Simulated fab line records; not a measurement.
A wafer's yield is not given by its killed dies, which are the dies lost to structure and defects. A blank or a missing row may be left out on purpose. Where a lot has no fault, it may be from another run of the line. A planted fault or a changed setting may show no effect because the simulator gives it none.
Chamber matching :: flow nand_harc :: NHARC_A_CHANNEL_HOLE_D2_ETCH_38 on rie_diel-05: 4 sister chambers
The step etches the open film in CF4, target depth 39 nm, time 65 s. 7 wafers are shown with their chamber, then 7 later ones without.

== WAFERS PAIRED WITH THEIR CHAMBERS ==
wafer: L577.5
chamber: 2
drypump_motor_current_A (A): 6.14
oes_product_au (a.u.): 1.018

wafer: L588.5
chamber: 1
drypump_motor_current_A (A): 5.73
oes_product_au (a.u.): 1.002

wafer: L591.1
chamber: 3
drypump_motor_current_A (A): 6.31
oes_product_au (a.u.): 0.990

wafer: L591.2
chamber: 0
drypump_motor_current_A (A): 5.55
oes_product_au (a.u.): 0.988

wafer: L591.5
chamber: 0
drypump_motor_current_A (A): 5.56
oes_product_au (a.u.): 0.987

wafer: L594.1
chamber: 3
drypump_motor_current_A (A): 6.32
oes_product_au (a.u.): 0.997

wafer: L594.3
chamber: 1
drypump_motor_current_A (A): 5.73
oes_product_au (a.u.): 0.997

== WAFERS WHOSE CHAMBER IS MISSING ==
wafer: L594.4
drypump_motor_current_A (A): 5.54
oes_product_au (a.u.): 0.997

wafer: L595.1
drypump_motor_current_A (A): 6.09
oes_product_au (a.u.): 0.999

wafer: L595.4
drypump_motor_current_A (A): 5.52
oes_product_au (a.u.): 0.992

wafer: L595.6
drypump_motor_current_A (A): 5.52
oes_product_au (a.u.): 0.988

wafer: L596.1
drypump_motor_current_A (A): 6.33
oes_product_au (a.u.): 0.988

wafer: L596.2
drypump_motor_current_A (A): 5.72
oes_product_au (a.u.): 1.003

wafer: L596.5
drypump_motor_current_A (A): 6.34
oes_product_au (a.u.): 0.990

== WHICH CHAMBER EACH WENT THROUGH ==
wafer: L594.4
from the rows above: 0
in truth: 0

wafer: L595.1
from the rows above: 2
in truth: 2

wafer: L595.4
from the rows above: 0
in truth: 0

wafer: L595.6
from the rows above: 0
in truth: 0

wafer: L596.1
from the rows above: 3
in truth: 3

wafer: L596.2
from the rows above: 1
in truth: 1

wafer: L596.5
from the rows above: 3
in truth: 3
Correctly placed: 7 of 7. Left unplaced by these rows: 0. 0 placed wrongly.
How it was worked out, from the rows above alone: a wafer's distance from a chamber is the root of the sum, over the readings, of the square of ((its reading less the chamber's mean) divided by the reading's scatter). The wafer belongs to the nearest chamber; if the next one is less than 2 further off, it can't be placed. Each chamber's mean is taken over the wafers shown for it. The scatter is the square root of a quotient: the sum, over the shown wafers, of each reading's squared deviation from its chamber's mean, divided by wafers minus chambers.
